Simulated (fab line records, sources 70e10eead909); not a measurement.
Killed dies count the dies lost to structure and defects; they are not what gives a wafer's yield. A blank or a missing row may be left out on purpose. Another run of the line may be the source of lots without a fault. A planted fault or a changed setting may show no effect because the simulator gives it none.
fab line records	flow nandHarc
record: lots: 24	wafers: 72	lastDay: 25
route steps=1159 shown A_SGD_CUT@778 A_SLIT@793 A_CONTACT@840
lots untouched by any fault: they come from a run of this same line in which no faults occurred
startH: hours from the record's first day to the start of the lot's first wafer shown	waitH: how many hours have passed since the lot's step before this one	" as in the row above	L1.1+2: several wafers, shown together as one row	- either no value or no given start	* or withheld: withheld	< > ~ a bound
route shown NAME@n: names a module that has steps shown in the file, with the first one's number in the route	usual: mean/standard deviation taken from wafers without a fault	same: alike in all rows	chamber/n: place in a boat	sites: each site's reading	_std_site: the standard deviation of these	_edge_site: outer sites' mean less inner sites'	radiusMm: how far each site lies from the wafer's centre	mask NAME#n: copy n	behind: the tool/chamber that last shaped the wafer	hold: the reason the lot was held/the length of the hold in hours/how it ended	device: transistor that didn't switch, given as n, p or np	end of line: at the end of the route, the tests of the same wafers	for a step that has no rows: nothing shown but its recipe	killed: dies lost to structure and defects at the first sort, not the wafer's yield	map: a wafer's dies, marking killed ones x, the rest . and places with no die _
set.NAME: setting as actually run; set.NAME@STEP: the setting as run at that earlier step	model.NAME: the simulator's own value behind a step, which no gauge read
steps of the route over a sample of lots; a table a step, a row a wafer
services: a tool's chamber out of use, with start hour (startH, from the record's first day; less than 0 if before it), hours out, and reason
== steps ==
step: NHARC_A_SGD_CUT_INSPECT_25
usual: rawDefectCount: 287/65
lot.wafer	tool	chamber	startH	waitH	rawDefectCount
L074.2	defectInspect-01	-	309.27	-	231
L074.3	"	-	"	"	191
L074.5	"	-	"	"	265
L075.2	defectInspect-02	-	328.04	-	378
L075.3	"	-	"	"	365
L075.4	"	-	"	"	335
L077.1	defectInspect-01	-	328.16	-	300
L077.4	"	-	"	"	207
L077.6	"	-	"	"	253
L076.4	defectInspect-01	-	328.37	-	262
L076.5	"	-	"	"	336
L076.6	"	-	"	"	319
L078.2	defectInspect-02	-	340.27	-	193
L078.3	"	-	"	"	289
L078.6	"	-	"	"	192
L079.1	defectInspect-01	-	340.28	-	289
L079.3	"	-	"	"	351
L079.6	"	-	"	"	319
L081.2	defectInspect-01	-	353.18	-	360
L081.4	"	-	"	"	362
L081.5	"	-	"	"	335
L082.3	defectInspect-02	-	358.17	-	189
L082.5	"	-	"	"	190
L082.6	"	-	"	"	188
L080.2	defectInspect-02	-	371.50	-	308
L080.3	"	-	"	"	359
L080.4	"	-	"	"	395
L085.2	defectInspect-02	-	371.57	-	338
L085.3	"	-	"	"	224
L085.4	"	-	"	"	230
L083.1	defectInspect-02	-	371.75	-	239
L083.5	"	-	"	"	253
L083.6	"	-	"	"	294
L084.4	defectInspect-01	-	379.84	-	290
L084.5	"	-	"	"	291
L084.6	"	-	"	"	380
L087.1	defectInspect-02	-	389.96	-	366
L087.4	"	-	"	"	354
L087.5	"	-	"	"	362
L086.1	defectInspect-01	-	390.02	-	309
L086.2	"	-	"	"	300
L086.4	"	-	"	"	276
L088.2	defectInspect-01	-	399.71	-	344
L088.3	"	-	"	"	309
L088.4	"	-	"	"	314
L089.3	defectInspect-01	-	400.16	-	345
L089.4	"	-	"	"	278
L089.5	"	-	"	"	226
L090.1	defectInspect-02	-	420.11	-	210
L090.5	"	-	"	"	289
L090.6	"	-	"	"	268
L091.1	defectInspect-01	-	420.12	-	339
L091.3	"	-	"	"	310
L091.4	"	-	"	"	296
L093.1	defectInspect-01	-	427.62	-	331
L093.4	"	-	"	"	299
L093.6	"	-	"	"	170
L092.1	defectInspect-02	-	427.62	-	226
L092.2	"	-	"	"	277
L092.5	"	-	"	"	263
L094.2	defectInspect-01	-	434.41	-	286
L094.3	"	-	"	"	333
L094.4	"	-	"	"	343
L095.1	defectInspect-02	-	434.41	-	230
L095.2	"	-	"	"	308
L095.4	"	-	"	"	250
L097.3	defectInspect-02	-	448.38	-	186
L097.5	"	-	"	"	191
L097.6	"	-	"	"	251
L096.1	defectInspect-02	-	456.69	-	371
L096.3	"	-	"	"	380
L096.4	"	-	"	"	279
step: NHARC_A_SLIT_DESCUM_14
recipe: timeS: 3	o2FlowSccm: 200	arFlowSccm: 0	biasPowerW: 0	chemistry: O2
usual: drypumpMotorCurrentA: 5.7/0.39	oesProductAu: 0.996/0.011	rfVppV: 57.7/0.95	showerheadPlenumPTorr: 1.88/0.083	throttleValvePct: 11.310/0.0094
lot.wafer	tool	chamber	startH	waitH	drypumpMotorCurrentA	oesProductAu	rfHoursCounterH	rfVppV	showerheadPlenumPTorr	throttleValvePct
L074.3	rieDiel-12	3	312.55	0.1	5.8	0.986	7	55.8	1.85	11.307
L074.2	"	0	"	"	5.8	0.989	5	57.7	1.83	11.305
L074.5	"	1	"	"	5.6	0.971	-	55.1	1.78	11.302
L075.3	rieDiel-12	0	332.71	0.1	5.7	0.991	7	56.7	1.83	11.307
L075.2	"	1	"	"	5.6	0.980	9	58.1	1.78	11.314
L075.4	"	2	"	"	5.7	1.006	8	57.3	1.92	11.307
L077.4	rieDiel-12	2	334.12	0.1	5.6	1.006	8	57.6	1.92	11.327
L077.1	"	3	"	"	5.8	0.998	8	57.2	1.85	11.322
L077.6	"	0	"	"	5.8	0.991	-	57.4	1.83	11.319
L076.4	rieDiel-06	0	334.40	0.1	5.8	1.002	5	58.7	2.04	11.315
L076.6	"	3	"	"	5.4	0.999	-	60.3	2.01	11.323
L076.5	"	0	"	"	5.8	0.995	-	59.3	2.04	11.313
L078.3	rieDiel-12	0	343.71	0.1	5.8	0.994	9	56.9	1.83	11.305
L078.2	"	3	"	"	5.8	0.987	9	58.3	1.85	11.314
L078.6	"	0	"	"	5.8	0.997	-	58.3	1.83	11.321
L079.3	rieDiel-03	3	343.91	0.1	5.0	1.010	9	58.2	1.82	11.307
L079.1	"	0	"	"	5.9	0.999	8	57.0	1.89	11.311
L079.6	"	3	"	"	5.0	1.002	-	58.1	1.82	11.306
L081.4	rieDiel-06	0	357.90	0.1	5.8	0.993	7	58.1	2.04	11.301
L081.2	"	1	"	"	6.4	1.003	8	57.7	1.96	11.315
L081.5	"	3	"	"	5.4	1.002	-	59.6	2.01	11.299
L082.3	rieDiel-03	2	363.27	0.1	6.4	1.004	9	56.8	1.78	11.318
L082.6	"	2	"	"	6.4	1.005	-	56.5	1.78	11.316
L082.5	"	3	"	"	5.0	1.010	-	58.6	1.82	11.326
L080.2	rieDiel-03	0	375.94	0.1	5.9	1.002	10	56.7	1.89	11.295
L080.4	"	1	"	"	5.5	0.996	10	58.1	1.94	11.316
L080.3	"	3	"	"	5.0	1.010	11	57.1	1.82	11.314
L085.3	rieDiel-12	1	376.33	0.1	5.6	0.979	12	56.8	1.78	11.301
L085.2	"	3	"	"	5.8	0.984	11	59.0	1.85	11.310
L085.4	"	0	"	"	5.8	0.983	-	57.9	1.83	11.306
L083.1	rieDiel-06	0	377.82	0.1	5.8	1.002	8	58.0	2.04	11.304
L083.6	"	2	"	"	5.3	0.983	-	56.4	1.83	11.300
L083.5	"	3	"	"	5.4	0.988	-	58.3	2.01	11.300
L084.4	rieDiel-06	3	384.11	0.1	5.4	1.000	10	58.4	2.01	11.328
L084.5	"	0	"	"	5.8	1.017	-	57.8	2.04	11.316
L084.6	"	1	"	"	6.4	0.998	-	59.1	1.96	11.313
L086.1	rieDiel-06	0	393.64	0.1	5.8	1.004	10	58.6	2.04	11.305
L086.2	"	1	"	"	6.4	1.006	12	58.2	1.96	11.310
L086.4	"	3	"	"	5.4	1.007	10	58.8	2.01	11.313
L087.1	rieDiel-06	1	393.79	0.1	6.4	0.998	12	59.7	1.96	11.304
L087.4	"	2	"	"	5.3	1.000	12	56.6	1.83	11.292
L087.5	"	1	"	"	6.4	1.009	-	57.8	1.96	11.301
L088.2	rieDiel-12	2	404.29	0.1	5.6	0.998	1	58.2	1.92	11.321
L088.3	"	0	"	"	5.7	0.995	1	59.4	1.83	11.291
L088.4	"	1	"	"	5.6	0.981	1	57.5	1.78	11.313
L089.3	rieDiel-03	1	404.63	0.1	5.5	1.006	0	58.7	1.94	11.314
L089.5	"	1	"	"	5.5	1.006	-	58.4	1.94	11.304
L089.4	"	2	"	"	6.4	1.006	-	56.8	1.78	11.312
L090.1	rieDiel-03	0	423.37	0.1	5.9	0.980	1	57.4	1.89	11.309
L090.6	"	0	"	"	5.9	0.979	-	58.2	1.89	11.317
L090.5	"	1	"	"	5.5	1.000	-	57.3	1.94	11.305
L091.1	rieDiel-12	1	423.51	0.1	5.6	0.994	1	58.5	1.78	11.326
L091.4	"	2	"	"	5.6	0.990	2	56.5	1.92	11.326
L091.3	"	3	"	"	5.8	0.990	2	55.8	1.85	11.286
L093.1	rieDiel-03	3	431.82	0.1	5.0	0.999	3	57.9	1.82	11.310
L093.4	"	2	"	"	6.4	0.994	2	56.2	1.78	11.302
L093.6	"	3	"	"	5.0	1.004	-	58.7	1.82	11.310
L092.2	rieDiel-12	2	432.21	0.1	5.6	1.004	3	57.8	1.92	11.329
L092.1	"	3	"	"	5.8	0.995	4	56.9	1.85	11.318
L092.5	"	2	"	"	5.6	1.006	-	56.2	1.92	11.305
L094.4	rieDiel-06	1	437.94	0.1	6.4	1.012	2	57.7	1.96	11.309
L094.3	"	2	"	"	5.3	0.997	1	57.2	1.83	11.294
L094.2	"	3	"	"	5.4	0.998	1	58.9	2.01	11.316
L095.4	rieDiel-03	1	438.93	0.1	5.5	1.004	3	57.8	1.94	11.312
L095.2	"	2	"	"	6.4	0.991	3	57.8	1.78	11.315
L095.1	"	3	"	"	5.0	1.007	3	57.3	1.82	11.312
L097.3	rieDiel-12	3	453.20	0.1	5.8	0.988	5	56.8	1.85	11.321
L097.5	"	0	"	"	5.7	0.996	-	59.5	1.83	11.319
L097.6	"	1	"	"	5.6	0.986	-	56.3	1.78	11.302
L096.3	rieDiel-03	3	459.82	0.1	5.0	1.000	5	57.3	1.82	11.320
L096.1	"	0	"	"	5.9	0.983	4	57.2	1.89	11.302
L096.4	"	1	"	"	5.5	1.017	4	57.7	1.94	11.309
step: NHARC_A_CONTACT_DEP_24
recipe: targetThkA: 5000	tempC: 400	pressureTorr: 6.5	rfW: 900	teosFlowSccm: 161.4	flowSccm: 2650	targetThkNm: 500	gas: O2	material: SiO2
usual: heaterPowerW: 556/89	throttleValvePct: 16.0/0.49
lot.wafer	tool	chamber	startH	waitH	heaterPowerW	sinceWetCleanH	throttleValvePct
L074.2	pecvd-04	0	357.82	0.1	472	150	16.7
L074.3	"	1	"	"	544	150	15.9
L074.5	"	1	"	"	565	-	16.0
L075.2	pecvd-03	1	370.39	0.1	634	65	16.2
L075.3	"	1	"	"	663	-	16.2
L075.4	"	0	"	"	599	-	15.8
L077.1	pecvd-03	2	374.28	0.1	516	69	15.7
L077.6	"	1	"	"	673	-	16.3
L077.4	"	2	"	"	538	-	15.9
L076.5	pecvd-02	1	374.82	0.3	696	-	15.2
L076.6	"	2	"	"	640	-	16.5
L076.4	"	0	"	"	329	-	15.4
L078.3	pecvd-02	2	386.37	0.1	603	39	16.8
L078.2	"	0	"	"	384	39	15.1
L078.6	"	2	"	"	629	-	16.8
L079.1	pecvd-04	2	390.73	0.2	580	2	15.3
L079.3	"	2	"	"	616	-	15.4
L079.6	"	1	"	"	557	-	15.8
L081.2	pecvd-04	1	400.22	0.2	592	11	15.9
L081.4	"	2	"	"	490	-	15.5
L081.5	"	2	"	"	536	-	15.3
L082.3	pecvd-04	0	404.46	0.1	518	16	16.7
L082.5	"	2	"	"	627	-	15.6
L082.6	"	0	"	"	529	-	16.5
L085.3	pecvd-03	2	417.16	0.1	502	112	16.2
L085.2	"	0	"	"	689	112	16.3
L085.4	"	2	"	"	520	-	16.0
L083.1	pecvd-04	0	417.22	0.2	533	28	16.4
L083.5	"	0	"	"	416	-	16.6
L083.6	"	1	"	"	593	-	15.9
L080.2	pecvd-04	0	421.50	0.1	471	33	16.5
L080.3	"	1	"	"	591	33	15.9
L080.4	"	0	"	"	487	-	16.5
L084.5	pecvd-04	0	426.76	0.3	533	-	16.3
L084.4	"	1	"	"	588	-	15.7
L084.6	"	2	"	"	608	-	15.4
L086.1	pecvd-03	0	431.45	0.1	628	126	16.3
L086.2	"	2	"	"	541	126	16.1
L086.4	"	1	"	"	609	-	16.6
L087.1	pecvd-03	2	432.34	0.2	541	127	16.0
L087.4	"	0	"	"	595	-	16.1
L087.5	"	2	"	"	548	-	16.1
L088.2	pecvd-03	2	444.98	0.1	537	140	16.4
L088.3	"	1	"	"	653	140	16.3
L088.4	"	0	"	"	578	-	16.2
L089.3	pecvd-02	1	445.25	0.2	671	98	15.6
L089.5	"	0	"	"	336	-	15.2
L089.4	"	1	"	"	701	-	15.6
L090.1	pecvd-04	0	461.67	0.2	453	73	16.7
L090.5	"	2	"	"	594	-	15.5
L090.6	"	0	"	"	485	-	16.6
L091.1	pecvd-02	0	461.82	0.1	379	115	15.5
L091.3	"	2	"	"	577	115	16.7
L091.4	"	1	"	"	719	-	15.4
L093.1	pecvd-04	0	471.98	0.2	489	83	16.5
L093.6	"	1	"	"	536	-	16.0
L093.4	"	2	"	"	603	-	15.4
L092.2	pecvd-04	2	472.23	0.1	648	83	15.5
L092.1	"	0	"	"	535	83	16.5
L092.5	"	1	"	"	542	-	16.0
L094.3	pecvd-02	1	477.97	0.1	727	131	15.3
L094.2	"	2	"	"	644	131	16.6
L094.4	"	0	"	"	388	-	15.1
L095.1	pecvd-04	0	482.23	0.1	508	93	16.4
L095.2	"	1	"	"	616	93	16.3
L095.4	"	0	"	"	518	-	16.4
L097.3	pecvd-02	0	499.51	0.3	350	-	15.6
L097.5	"	0	"	"	380	-	15.4
L097.6	"	2	"	"	643	-	17.1
L096.3	pecvd-04	2	514.33	0.1	575	125	15.8
L096.1	"	0	"	"	408	125	16.5
L096.4	"	0	"	"	449	-	16.1
step: NHARC_A_CONTACT_DEP_29
recipe: targetThkA: 700	targetThkNm: 70	tempC: 400	pressureTorr: 3.5	flowSccm: 200	rfW: 350	material: SiON
usual: heaterPowerW: 753/89
lot.wafer	tool	chamber	startH	waitH	heaterPowerW	sinceWetCleanH
L074.3	pecvd-04	1	362.13	1.3	776	154
L074.2	"	0	"	"	720	154
L074.5	"	2	"	"	822	-
L075.2	pecvd-03	1	375.13	1.5	821	70
L075.3	"	0	"	"	847	70
L075.4	"	2	"	"	617	-
L077.1	pecvd-03	2	378.90	1.9	699	74
L077.6	"	2	"	"	718	-
L077.4	"	1	"	"	845	-
L076.5	pecvd-02	1	379.36	0.5	771	-
L076.6	"	2	"	"	819	-
L076.4	"	0	"	"	578	-
L078.2	pecvd-04	1	389.18	1.5	683	0
L078.3	"	2	"	"	776	-
L078.6	"	2	"	"	791	-
L079.1	pecvd-04	1	395.06	1.8	773	6
L079.3	"	1	"	"	784	-
L079.6	"	2	"	"	829	-
L081.2	pecvd-04	0	405.69	1.5	692	17
L081.5	"	2	"	"	836	-
L081.4	"	0	"	"	702	-
L082.3	pecvd-02	2	407.89	1.2	838	61
L082.6	"	0	"	"	594	-
L082.5	"	1	"	"	894	-
L085.2	pecvd-02	0	419.87	1.5	551	73
L085.3	"	1	"	"	839	73
L085.4	"	1	"	"	878	-
L083.1	pecvd-03	2	420.04	1.9	713	115
L083.5	"	2	"	"	722	-
L083.6	"	1	"	"	823	-
L080.2	pecvd-04	1	424.83	1.5	699	36
L080.3	"	2	"	"	785	36
L080.4	"	2	"	"	793	-
L084.5	pecvd-03	0	429.61	0.6	791	-
L084.4	"	1	"	"	836	-
L084.6	"	2	"	"	697	-
L086.1	pecvd-03	2	435.02	1.9	653	130
L086.2	"	0	"	"	869	130
L086.4	"	1	"	"	831	-
L087.1	pecvd-04	0	436.07	1.9	754	47
L087.4	"	0	"	"	761	-
L087.5	"	1	"	"	766	-
L088.3	pecvd-02	1	447.82	1.1	756	101
L088.2	"	0	"	"	581	101
L088.4	"	2	"	"	727	-
L089.3	pecvd-02	2	448.05	1.2	744	101
L089.4	"	0	"	"	611	-
L089.5	"	2	"	"	767	-
L090.1	pecvd-04	1	465.48	1.9	699	76
L090.6	"	2	"	"	786	-
L090.5	"	1	"	"	709	-
L091.1	pecvd-03	1	466.40	1.9	825	161
L091.3	"	2	"	"	624	-
L091.4	"	1	"	"	820	-
L093.1	pecvd-02	2	474.72	1.9	834	127
L093.4	"	2	"	"	843	-
L093.6	"	2	"	"	847	-
L092.1	pecvd-04	0	475.05	1.8	716	86
L092.2	"	1	"	"	710	86
L092.5	"	2	"	"	841	-
L094.3	pecvd-02	0	482.02	1.1	554	135
L094.2	"	1	"	"	753	135
L094.4	"	0	"	"	553	-
L095.2	pecvd-03	0	487.65	1.5	725	1
L095.1	"	1	"	"	734	1
L095.4	"	0	"	"	736	-
L097.3	pecvd-03	0	502.36	1.1	814	16
L097.6	"	2	"	"	729	-
L097.5	"	1	"	"	674	-
L096.3	pecvd-04	0	517.30	1.2	674	128
L096.1	"	1	"	"	749	128
L096.4	"	1	"	"	752	-
step: NHARC_A_CONTACT_OVL_MEAS_43
usual: overlayXNm: -0.2/0.87	overlayYNm: -0.1/0.57
lot.wafer	tool	chamber	startH	waitH	overlayXNm	overlayYNm
L074.2	overlay-01	-	362.82	-	-1.8	0.7
L074.3	"	-	"	"	-1.5	0.9
L074.5	"	-	"	"	-1.8	1.2
L075.2	overlay-02	-	375.81	-	-0.7	-0.4
L075.3	"	-	"	"	-0.6	-0.1
L075.4	"	-	"	"	-0.6	-0.7
L077.1	overlay-01	-	379.73	-	2.4	-0.1
L077.4	"	-	"	"	1.6	-0.6
L077.6	"	-	"	"	1.8	-0.7
L076.4	overlay-01	-	380.11	-	-0.2	-1.1
L076.5	"	-	"	"	-0.2	-0.6
L076.6	"	-	"	"	0.1	-0.9
L078.2	overlay-01	-	390.07	-	0.8	-0.3
L078.3	"	-	"	"	1.2	-0.7
L078.6	"	-	"	"	1.1	-0.5
L079.1	overlay-01	-	395.96	-	-0.5	0.7
L079.3	"	-	"	"	-0.4	0.1
L079.6	"	-	"	"	-0.5	0.1
L081.2	overlay-01	-	406.47	-	0.9	-0.1
L081.4	"	-	"	"	0.5	-0.3
L081.5	"	-	"	"	0.4	0.4
L082.3	overlay-02	-	408.64	-	0.2	0.5
L082.5	"	-	"	"	0.4	0.3
L082.6	"	-	"	"	0.4	0.3
L085.2	overlay-02	-	420.68	-	0.6	-0.2
L085.3	"	-	"	"	1.4	0.0
L085.4	"	-	"	"	-0.1	-0.1
L083.1	overlay-01	-	420.84	-	0.1	0.3
L083.5	"	-	"	"	0.4	0.3
L083.6	"	-	"	"	0.6	-0.2
L080.2	overlay-01	-	425.65	-	0.0	0.2
L080.3	"	-	"	"	-0.8	-0.2
L080.4	"	-	"	"	-0.7	0.0
L084.4	overlay-02	-	430.33	-	-0.7	-0.1
L084.5	"	-	"	"	-0.6	0.2
L084.6	"	-	"	"	-0.9	-0.6
L086.1	overlay-01	-	435.83	-	0.7	1.1
L086.2	"	-	"	"	1.4	0.9
L086.4	"	-	"	"	1.2	0.7
L087.1	overlay-01	-	436.87	-	-0.4	0.2
L087.4	"	-	"	"	-0.6	-0.2
L087.5	"	-	"	"	0.0	0.3
L088.2	overlay-02	-	448.50	-	0.0	-0.1
L088.3	"	-	"	"	0.0	-0.2
L088.4	"	-	"	"	-0.2	-0.1
L089.3	overlay-02	-	448.81	-	-1.1	0.0
L089.4	"	-	"	"	-0.9	0.8
L089.5	"	-	"	"	-0.7	0.4
L090.1	overlay-02	-	466.11	-	-1.0	0.7
L090.5	"	-	"	"	-0.6	0.9
L090.6	"	-	"	"	-0.7	0.7
L091.1	overlay-01	-	467.25	-	0.8	-1.0
L091.3	"	-	"	"	0.1	-0.8
L091.4	"	-	"	"	1.0	-1.0
L093.1	overlay-02	-	475.46	-	-0.8	0.7
L093.4	"	-	"	"	-0.4	0.9
L093.6	"	-	"	"	-0.3	0.7
L092.1	overlay-01	-	475.86	-	-1.5	-0.7
L092.2	"	-	"	"	-0.5	-0.9
L092.5	"	-	"	"	-1.0	-0.9
L094.2	overlay-02	-	482.83	-	-0.2	-0.7
L094.3	"	-	"	"	-0.5	-0.7
L094.4	"	-	"	"	0.0	-0.3
L095.1	overlay-01	-	488.47	-	-1.2	-0.1
L095.2	"	-	"	"	-1.4	0.2
L095.4	"	-	"	"	-0.9	-0.2
L097.3	overlay-02	-	503.02	-	-1.1	0.1
L097.5	"	-	"	"	-1.0	-0.6
L097.6	"	-	"	"	-0.7	-0.2
L096.1	overlay-02	-	518.09	-	-0.4	-0.5
L096.3	"	-	"	"	-0.4	-0.6
L096.4	"	-	"	"	0.0	-0.4
step: NHARC_A_CONTACT_DESCUM_47
recipe: timeS: 3	o2FlowSccm: 200	arFlowSccm: 0	biasPowerW: 0	chemistry: O2
usual: drypumpMotorCurrentA: 5.7/0.53	oesProductAu: 0.999/0.0098	rfVppV: 57.7/0.91	showerheadPlenumPTorr: 1.91/0.08	throttleValvePct: 11.311/0.0082
lot.wafer	tool	chamber	startH	waitH	drypumpMotorCurrentA	oesProductAu	rfHoursCounterH	rfVppV	showerheadPlenumPTorr	throttleValvePct
L074.2	rieDiel-08	3	362.94	0.1	5.2	0.996	12	56.4	1.81	11.313
L074.3	"	1	"	"	6.6	0.991	13	56.4	1.85	11.295
L074.5	"	2	"	"	6.0	1.016	-	58.3	1.90	11.306
L075.3	rieDiel-08	2	375.93	0.1	6.1	1.018	14	57.4	1.90	11.313
L075.2	"	0	"	"	5.6	1.022	15	57.4	1.92	11.316
L075.4	"	0	"	"	5.5	1.017	-	59.3	1.92	11.312
L077.4	rieDiel-08	3	379.84	0.1	5.2	0.997	14	57.5	1.81	11.315
L077.1	"	0	"	"	5.6	1.013	16	57.8	1.92	11.316
L077.6	"	1	"	"	6.6	0.988	-	55.9	1.85	11.298
L076.4	rieDiel-07	0	380.23	0.1	5.3	1.007	52	57.6	1.87	11.307
L076.6	"	1	"	"	6.1	0.994	-	56.5	1.79	11.311
L076.5	"	2	"	"	4.9	0.999	-	55.6	1.90	11.302
L078.2	rieDiel-07	2	390.17	0.1	4.9	0.995	64	58.4	1.90	11.322
L078.3	"	1	"	"	6.0	1.004	53	56.7	1.78	11.291
L078.6	"	3	"	"	5.7	1.014	-	57.6	2.06	11.315
L079.3	rieDiel-07	0	396.05	0.1	5.3	0.993	58	56.6	1.86	11.318
L079.1	"	1	"	"	6.1	0.999	54	57.6	1.78	11.292
L079.6	"	0	"	"	5.3	0.985	-	56.9	1.86	11.319
L081.4	rieDiel-08	0	406.58	0.1	5.5	1.008	22	58.0	1.92	11.319
L081.2	"	2	"	"	6.0	1.006	20	58.9	1.89	11.325
L081.5	"	1	"	"	6.6	1.005	-	58.6	1.85	11.303
L082.3	rieDiel-08	0	409.19	0.5	5.6	1.009	22	57.2	1.92	11.318
L082.5	"	2	"	"	6.1	0.992	-	58.5	1.89	11.317
L082.6	"	3	"	"	5.2	0.987	-	57.7	1.81	11.306
L085.3	rieDiel-07	1	420.79	0.1	6.0	1.006	3	58.1	1.78	11.323
L085.4	"	2	"	"	4.8	1.016	3	57.3	1.89	11.313
L085.2	"	3	"	"	5.7	0.998	2	58.1	2.06	11.311
L083.1	rieDiel-08	2	420.97	0.1	6.0	0.997	23	57.8	1.89	11.317
L083.6	"	3	"	"	5.2	0.990	-	57.9	1.81	11.312
L083.5	"	0	"	"	5.5	1.001	-	57.5	1.92	11.320
L080.4	rieDiel-05	1	425.75	0.1	6.1	1.007	27	57.1	1.91	11.301
L080.2	"	2	"	"	6.3	0.992	26	59.0	2.05	11.303
L080.3	"	0	"	"	5.3	0.995	27	58.3	2.02	11.302
L084.4	rieDiel-08	2	430.46	0.1	6.0	1.002	25	57.9	1.89	11.313
L084.5	"	3	"	"	5.2	0.985	-	57.6	1.81	11.298
L084.6	"	0	"	"	5.6	1.022	-	59.1	1.92	11.302
L086.1	rieDiel-05	1	435.93	0.1	6.1	0.997	29	56.7	1.91	11.313
L086.4	"	2	"	"	6.3	0.987	29	57.9	2.05	11.313
L086.2	"	0	"	"	5.3	1.003	30	58.5	2.02	11.310
L087.1	rieDiel-07	1	436.99	0.1	6.0	0.992	8	57.7	1.78	11.314
L087.4	"	2	"	"	4.8	1.002	9	56.8	1.89	11.304
L087.5	"	0	"	"	5.3	0.988	-	56.3	1.86	11.327
L088.2	rieDiel-07	2	448.60	0.1	4.8	0.987	15	56.9	1.89	11.300
L088.3	"	0	"	"	5.3	0.998	14	57.6	1.86	11.314
L088.4	"	1	"	"	6.0	0.985	13	56.6	1.78	11.309
L089.4	rieDiel-05	1	448.91	0.1	6.1	0.995	36	56.6	1.91	11.322
L089.3	"	2	"	"	6.3	0.976	37	57.7	2.04	11.291
L089.5	"	1	"	"	6.1	0.990	-	56.0	1.91	11.317
L090.1	rieDiel-05	1	466.20	0.1	6.1	1.004	43	59.3	1.90	11.305
L090.5	"	1	"	"	6.1	0.994	-	57.1	1.90	11.316
L090.6	"	2	"	"	6.4	1.008	-	58.3	2.04	11.314
L091.1	rieDiel-05	1	467.34	0.1	6.1	1.006	44	57.6	1.90	11.308
L091.3	"	3	"	"	5.0	1.010	46	58.1	1.97	11.313
L091.4	"	0	"	"	5.3	1.004	45	58.9	2.02	11.314
L093.1	rieDiel-08	1	475.57	0.1	6.5	0.989	35	57.3	1.84	11.310
L093.4	"	2	"	"	6.1	1.000	33	57.3	1.89	11.298
L093.6	"	3	"	"	5.2	0.990	-	56.7	1.80	11.319
L092.2	rieDiel-05	1	475.96	0.1	6.1	0.994	49	57.3	1.90	11.310
L092.1	"	2	"	"	6.3	0.990	48	59.0	2.04	11.303
L092.5	"	2	"	"	6.4	0.994	-	58.7	2.04	11.311
L094.3	rieDiel-05	3	482.93	0.1	5.0	1.017	53	58.5	1.96	11.311
L094.2	"	1	"	"	6.1	1.011	51	55.7	1.90	11.323
L094.4	"	2	"	"	6.3	1.005	50	57.9	2.04	11.310
L095.2	rieDiel-08	0	488.57	0.1	5.6	0.999	0	56.6	1.92	11.312
L095.4	"	2	"	"	6.1	0.995	0	57.8	1.89	11.312
L095.1	"	3	"	"	5.2	1.007	0	57.6	1.80	11.315
L097.3	rieDiel-08	2	503.13	0.1	6.0	0.984	3	57.2	1.89	11.311
L097.6	"	0	"	"	5.6	0.995	-	57.7	1.92	11.319
L097.5	"	1	"	"	6.6	0.997	-	57.3	1.84	11.318
L096.3	rieDiel-08	2	518.19	0.1	6.0	0.989	5	57.4	1.89	11.328
L096.1	"	3	"	"	5.2	1.006	6	57.1	1.80	11.319
L096.4	"	0	"	"	5.6	0.999	5	58.4	1.91	11.314
== services ==
tool	chamber	startH	hours	kind
pecvd-03	-	292.16	13.0	pm
rieDiel-12	3	300.26	1.6	repair
rieDiel-08	-	301.80	9.0	pm
rieDiel-06	0	303.07	5.0	repair
pecvd-02	-	334.33	13.0	pm
rieDiel-05	-	340.63	9.0	pm
rieDiel-08	2	342.70	2.0	repair
rieDiel-12	2	346.54	33.2	repair
rieDiel-03	-	350.79	2.2	repair
pecvd-03	2	366.81	7.3	repair
rieDiel-08	3	375.86	2.3	repair
pecvd-04	-	376.00	13.0	pm
rieDiel-12	0	377.04	5.5	repair
rieDiel-03	2	381.00	8.3	repair
rieDiel-12	-	381.29	9.0	pm
rieDiel-03	-	392.33	9.0	pm
rieDiel-03	0	402.85	3.0	repair
pecvd-03	0	460.27	20.5	repair
pecvd-02	1	470.22	4.9	repair
pecvd-03	-	473.27	13.0	pm
pecvd-02	1	493.73	6.4	repair
rieDiel-08	0	511.88	5.2	repair
pecvd-02	-	515.33	13.0	pm
rieDiel-12	1	516.28	3.6	repair
== key ==
fault none
